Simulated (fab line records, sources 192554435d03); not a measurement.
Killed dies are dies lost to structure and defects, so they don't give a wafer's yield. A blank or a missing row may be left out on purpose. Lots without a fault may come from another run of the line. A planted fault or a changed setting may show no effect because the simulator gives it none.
Split-lot experiment | flow n5_finfet | 7 lots, 39 wafers read, on a route of 1938 steps

THE SPLIT
At N5_MOL_CONTACT_COAG_SPUTTER_143 (material Co, target thk 2.5 nm), the setting target_thk_a was moved away from the recipe's 25 angstrom on 12 of the 39 wafers read, by -30.7% to +36.0%. The other wafers ran this setting at the recipe's value.

The reading is taken at the split's own step.

THE READING
Co_of_MOL_CONTACT_COAG_SPUTTER_143.thk_nm (the simulator's own value, which no gauge read), in nm, at N5_MOL_CONTACT_COAG_SPUTTER_143 (material Co, target thk 2.5 nm). The file gives no usual value for it. The 27 wafers here that ran the recipe average 2.5 nm, standard deviation 0.12 nm.

wafer  | tool, chamber at the split | target_thk_a as run, angstrom | against the recipe | Co_of_MOL_CONTACT_COAG_SPUTTER_143.thk_nm, nm | against lot-mates on the recipe
L075.1 | pvd_sputter-01, -          | 25                            | recipe             | 2.6                                           | -
L075.3 | pvd_sputter-01, -          | 25                            | recipe             | 2.6                                           | -
L075.6 | pvd_sputter-01, -          | 25                            | recipe             | 2.6                                           | -
L075.2 | pvd_sputter-01, -          | 25                            | recipe             | 2.4                                           | -
L075.4 | pvd_sputter-01, -          | 25                            | recipe             | 2.4                                           | -
L075.5 | pvd_sputter-01, -          | 25                            | recipe             | 2.4                                           | -
L083.1 | pvd_sputter-03, -          | 25                            | recipe             | 2.6                                           | -
L083.2 | pvd_sputter-03, -          | 25                            | recipe             | 2.6                                           | -
L083.6 | pvd_sputter-03, -          | 25                            | recipe             | 2.6                                           | -
L085.1 | pvd_sputter-02, -          | 25                            | recipe             | 2.4                                           | -
L085.2 | pvd_sputter-02, -          | 25                            | recipe             | 2.4                                           | -
L085.3 | pvd_sputter-02, -          | 25                            | recipe             | 2.4                                           | -
L085.4 | pvd_sputter-02, -          | 25                            | recipe             | 2.4                                           | -
L085.5 | pvd_sputter-02, -          | 25                            | recipe             | 2.4                                           | -
L085.6 | pvd_sputter-02, -          | 25                            | recipe             | 2.4                                           | -
L086.1 | pvd_sputter-03, -          | 19.86                         | -20.6%             | 2                                             | -0.5
L086.4 | pvd_sputter-03, -          | 19.86                         | -20.6%             | 2                                             | -0.5
L086.5 | pvd_sputter-03, -          | 19.86                         | -20.6%             | 2                                             | -0.5
L086.2 | pvd_sputter-03, -          | 25                            | recipe             | 2.6                                           | -
L086.6 | pvd_sputter-03, -          | 25                            | recipe             | 2.6                                           | -
L086.3 | pvd_sputter-03, -          | 25                            | recipe             | 2.4                                           | -
L088.1 | pvd_sputter-02, -          | 30.09                         | +20.4%             | 3                                             | +0.4
L088.4 | pvd_sputter-02, -          | 30.09                         | +20.4%             | 3                                             | +0.4
L088.2 | pvd_sputter-02, -          | 25                            | recipe             | 2.6                                           | -
L088.3 | pvd_sputter-02, -          | 25                            | recipe             | 2.6                                           | -
L088.6 | pvd_sputter-02, -          | 25                            | recipe             | 2.6                                           | -
L088.5 | pvd_sputter-02, -          | 30.09                         | +20.4%             | 3.2                                           | +0.6
L089.1 | pvd_sputter-03, -          | 25                            | recipe             | 2.8                                           | -
L089.3 | pvd_sputter-03, -          | 25                            | recipe             | 2.8                                           | -
L089.2 | pvd_sputter-03, -          | 34.01                         | +36.0%             | 3.6                                           | +0.9
L089.5 | pvd_sputter-03, -          | 34.01                         | +36.0%             | 3.6                                           | +0.9
L089.6 | pvd_sputter-03, -          | 34.01                         | +36.0%             | 3.6                                           | +0.9
L089.4 | pvd_sputter-03, -          | 25                            | recipe             | 2.6                                           | -
L091.1 | pvd_sputter-02, -          | 17.32                         | -30.7%             | 1.8                                           | -0.7
L091.4 | pvd_sputter-02, -          | 17.32                         | -30.7%             | 1.8                                           | -0.7
L091.6 | pvd_sputter-02, -          | 17.32                         | -30.7%             | 1.8                                           | -0.7
L091.2 | pvd_sputter-02, -          | 25                            | recipe             | 2.6                                           | -
L091.5 | pvd_sputter-02, -          | 25                            | recipe             | 2.6                                           | -
L091.3 | pvd_sputter-02, -          | 25                            | recipe             | 2.4                                           | -

THE FIT
A straight line over all 39 wafers: Co_of_MOL_CONTACT_COAG_SPUTTER_143.thk_nm changes by +0.0269 nm for each +1% of target_thk_a; r = +0.97; the points scatter about the line by 0.11 nm.
The same after taking each lot's own level away (the mean of its wafers on the recipe; 39 wafers): +0.0241 nm for each +1%; r = +0.98; scatter 0.068 nm.
On that fit, the largest move of target_thk_a shifts the reading by 0.87 nm.
The lots' own levels span 2.40 to 2.73 nm, that is 2.7 times the standard deviation above.
So the lot-to-lot level changes the slope: the two fits differ.
Check: with one of the wafers moved furthest among these (+36.0%) left out of the fit, the line predicts +0.864 nm for it against its lot-mates. It came out at +0.867 nm against them.

OTHER SPLITS ON THESE WAFERS
These wafers also went through other splits before the reading. Each is held against what the fit with the lots' levels taken away leaves over:
other split on the same wafers          | wafers away from the commonest value | r with Co_of_MOL_CONTACT_COAG_SPUTTER_143.thk_nm (lot level and that fit taken away)
N5_ZERO_LAYER_DEVELOP_10 develop_time_s | 18                                   | -0.07
N5_FIN_SAQP_SPACER1_ALD_24 ald_cycles   | 9                                    | +0.03
N5_SD_EPI_P_EPI_21 epi_growth_time_s    | 18                                   | +0.28
N5_HKMG_FIN_DEVELOP_11 develop_time_s   | 9                                    | +0.11

THE FILE'S OWN FIT
Co_of_MOL_CONTACT_COAG_SPUTTER_143.thk_nm changes by +0.0241 nm for each +1% of target_thk_a, r = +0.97.
